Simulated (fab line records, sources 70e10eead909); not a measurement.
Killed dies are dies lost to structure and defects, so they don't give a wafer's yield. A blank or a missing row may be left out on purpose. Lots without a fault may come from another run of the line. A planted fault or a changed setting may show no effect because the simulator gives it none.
Chamber matching | flow nand_harc | NHARC_A_M1_DESCUM_14 on rie_diel-02: 4 sister chambers
The step chemistry O2, time 3 s. 8 wafers are shown with their chamber, then 9 later ones without.

WAFERS WITH THEIR CHAMBER
wafer  | chamber | drypump_motor_current_A (A) | rf_vpp_V (V)
L080.2 | 2       | 5.7                         | 55.5
L083.3 | 1       | 4.9                         | 57.4
L083.6 | 2       | 5.7                         | 55.8
L085.1 | 1       | 4.9                         | 58.2
L085.4 | 0       | 5.1                         | 58.4
L084.1 | 3       | 5.9                         | 59.0
L084.5 | 3       | 5.9                         | 57.3
L084.6 | 0       | 5.2                         | 58.3

WAFERS WITHOUT THEIR CHAMBER
wafer  | drypump_motor_current_A (A) | rf_vpp_V (V)
L093.1 | 5.7                         | 59.0
L093.2 | 5.9                         | 58.1
L093.5 | 5.1                         | 59.1
L096.2 | 5.9                         | 56.8
L096.4 | 5.0                         | 59.1
L096.6 | 5.9                         | 56.2
L097.2 | 5.8                         | 57.8
L097.4 | 5.7                         | 58.7
L097.6 | 5.9                         | 56.4

WHICH CHAMBER EACH WENT THROUGH
wafer  | from the rows above     | in truth
L093.1 | can't be placed: 2 or 3 | 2
L093.2 | 3                       | 3
L093.5 | 0                       | 0
L096.2 | 3                       | 3
L096.4 | can't be placed: 1 or 0 | 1
L096.6 | 3                       | 3
L097.2 | can't be placed: 3 or 2 | 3
L097.4 | can't be placed: 2 or 3 | 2
L097.6 | 3                       | 3
Placed correctly: 5 of 9. Can't be placed from these rows: 4 (the true chamber is among the candidates in 4). Placed wrongly: 0.
How it was worked out, from the rows above alone: a wafer's distance from a chamber is the root of the sum, over the readings, of the square of ((its reading less the chamber's mean) divided by the reading's scatter). The wafer belongs to the nearest chamber; if the next one is less than 2 further off, it can't be placed. A chamber's mean is the mean of its shown wafers. The scatter: the root of (the sum of the squares of (reading less its chamber's mean) over the shown wafers, divided by (wafers less chambers)).
